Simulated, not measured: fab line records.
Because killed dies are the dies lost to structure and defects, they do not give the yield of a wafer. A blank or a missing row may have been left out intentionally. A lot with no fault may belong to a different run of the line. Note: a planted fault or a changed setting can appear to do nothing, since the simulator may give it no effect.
Comparing a struck lot with a sound one ; flow n5 finfet ; 39 steps out of a route of 1938
Sound: the wafers L676.1, L676.2, L676.6. Struck: wafer L660.3 (left out: L660.6, a lot-mate that was not struck); the cause follows at the end.
Each step with rows lists, per side, the tool, then ch with its chambers, then its first start. Under that, the readings that differ: sound wafers ; struck wafers ; difference of the means ; sigmas: that difference in standard deviations of wafers without a fault.
alike: words and numbers the same on both sides, and readings whose means are apart by under 2 such deviations; not compared: readings that were withheld, readings missing a value for some wafer, numbers with overlapping values and no deviation given by the record, and bounds like >300 which may hide the same value.
A row with sigmas, a row that says differs or no value, or rows on one side alone: a step with any of these is where the two part. Numbers that have no deviation but don't overlap get no sigmas and don't part them. A reading missing from all wafers of one side parts the sides only when that side holds two or more wafers.

first, 9 steps without rows for these wafers: N5_BEOL_M4_ANNEAL_95 (time 240 s); N5_BEOL_M4_SPUTTER_96 (material Cu, target thk 4.5 nm, time 8.29 s); N5_BEOL_M4_ECD_50 (material Cu, target thk 300 nm); N5_BEOL_M4_ANNEAL_51 (time 90 s); N5_BEOL_M4_CMP_52 (polishes, stops on SiOC, t overpolish 6.8 s, target thk 40 nm); N5_BEOL_M4_PRE_CLEAN_60 (time 15 s); N5_BEOL_M4_CO_CAP_55 (material Co, precursor CCTBA/H2, target thk 2 nm, time 102.1 s); N5_BEOL_M4_PRE_CLEAN_56 (time 15 s); N5_BEOL_M4_DEP_57 (deposits SiCN from 3MS/NH3, target thk 8 nm, time 14 s).
N5_BEOL_M4_RC_MEAS_101:
  sound on prober-01 ch 0, day 15 05:36; struck on prober-02 ch 0, day 10 21:33
  alike: DIBL_N, DIBL_P, IOFF_N, IOFF_P, ION_N, ION_P, SS_N, SS_P, VT_N, VT_P
then, 24 steps without rows for these wafers: N5_BEOL_M5_ILD_DEP_00 (deposits SiCOH lowk from DEMS/porogen, target thk 140.64 nm, time 25.9 s); N5_BEOL_M5_CURE_79 (cures SiCOH lowk, time 240 s); N5_BEOL_M5_PECVD_70 (deposits SiO2 from TEOS/O2, target thk 16 nm, time 18 s); N5_BEOL_M5_HM_DEP_02 (deposits TiN, target thk 20 nm); N5_BEOL_M5_COAT_59 (time 60 s, resist thk 60 nm); N5_BEOL_M5_COAT_60 (time 60 s, resist thk 12 nm); N5_BEOL_M5_COAT_71 (time 60 s, resist thk 5 nm); N5_BEOL_M5_COAT_05 (resist thk 30 nm); N5_BEOL_M5_EBR_07; N5_BEOL_M5_SOFTBAKE_06 (time 60 s); N5_BEOL_M5_EXPOSE_08 (exposes mask M5, target cd 28 nm); N5_BEOL_M5_PEB_09 (peb time 60 s); N5_BEOL_M5_DEVELOP_10 (develop time 30 s); N5_BEOL_M5_DESCUM_16 (chemistry O2, time 7 s); N5_BEOL_M5_ETCH_72 (etches underlayer in N2/H2, target depth 6.5 nm, time 5.2 s); N5_BEOL_M5_ETCH_61 (etches SiARC in CF4, target depth 15.6 nm, time 26 s); N5_BEOL_M5_ETCH_62 (etches SOC in N2/H2, target depth 75 nm, overetch 15 nm, time 112.5 s); N5_BEOL_M5_STRIP_63 (strips in N2/H2); N5_BEOL_M5_STRIP_73 (strips in N2/H2); N5_BEOL_M5_STRIP_64 (strips in CF4); N5_BEOL_M5_HM_OPEN_17 (chemistry Cl2/BCl3, target TiN, target depth 20 nm, overetch 6 nm); N5_BEOL_M5_STRIP_19 (strips in O2); N5_BEOL_M5_COAT_65 (time 60 s, resist thk 60 nm); N5_BEOL_M5_COAT_66 (time 60 s, resist thk 12 nm).
N5_BEOL_M7_EXPOSE_25: exposes mask V6, target cd 40 nm.
  sound on euv scanner-02 ch 0, day 16 06:49; struck on euv scanner-02 ch 0, day 12 01:46
  alike: mask, exposure dose mJ cm2, stage msd nm
N5_BEOL_M7_CD_MEAS_28: the cd target is 40 nm.
  sound on cd sem-02 ch 0, day 16 06:57; struck on cd sem-03 ch 0, day 12 01:53
reading;sound;struck;difference;sigmas
cd nm (nm);39.82 40.28 40.19;33.18;-6.92;-30
N5_BEOL_M7_DESCUM_33: chemistry O2, time 7 s.
  sound on rie diel-01 ch 1,3, day 16 07:16; struck on rie diel-01 ch 2, day 12 02:26
reading;sound;struck;difference;sigmas
oes product au (a.u.);0.67 0.70 0.70;0.88;+0.19;+2
model.BEOL_M7.cd nm (nm);40 40 40.2;33.2;-6.9;
  alike: bias power w, drypump motor current A, rf vpp V, showerhead plenum p Torr, throttle valve pct
  not compared: rf hours counter h
N5_BEOL_M7_VIA_ETCH_34: etches SiCOH lowk in C4F6/O2, target depth 125.5 nm, time 50.5 s.
  sound on rie diel-01 ch 1,3, day 16 07:26; struck on rie diel-01 ch 2, day 12 02:37
reading;sound;struck;difference;sigmas
oes product au (a.u.);0.67 0.70 0.69;0.88;+0.19;+2
model.BEOL_M7.cd nm (nm);40 40.2 40;33.2;-6.9;
  alike: C4F6_flow_sccm, O2_flow_sccm, drypump motor current A, rf vpp V, showerhead plenum p Torr, throttle valve pct
  not compared: rf hours counter h
-- record jumps: 4 days separate the struck wafers' starts on either side; left off in module BEOL_M7, taken up again in module PASSIVATION, whose first shown step is the route's number 1936 --
N5_PASSIVATION_PROBE_49:
  struck on prober-02, day 16 03:10; sound on prober-02, day 19 20:49
reading;sound;struck;difference;sigmas
defect limited yield (%);92.5 91.9 91.2;0;-92;-66
killed_at_M4_up;11 13 14;1097;+1084;+99 or more
killed dies;89 95 104;1180;+1084;+68
killed on rim;16 14 13;152;+138;+34
sort n pass;1091 1085 1076;0;-1084;-64
sort yield pct (%);92.5 91.9 91.2;0;-92;-61
  alike: killed_at_M0_to_M3, killed at contacts, killed at front end, killed at other, killed open, killed short, sort_bin_5_function, sort_bin_6_memory, sort_bin_8_speed

## WHERE THEY PART
First at N5_BEOL_M7_CD_MEAS_28; last, within this record, at N5_PASSIVATION_PROBE_49.

WHY: whatever the simulator had introduced
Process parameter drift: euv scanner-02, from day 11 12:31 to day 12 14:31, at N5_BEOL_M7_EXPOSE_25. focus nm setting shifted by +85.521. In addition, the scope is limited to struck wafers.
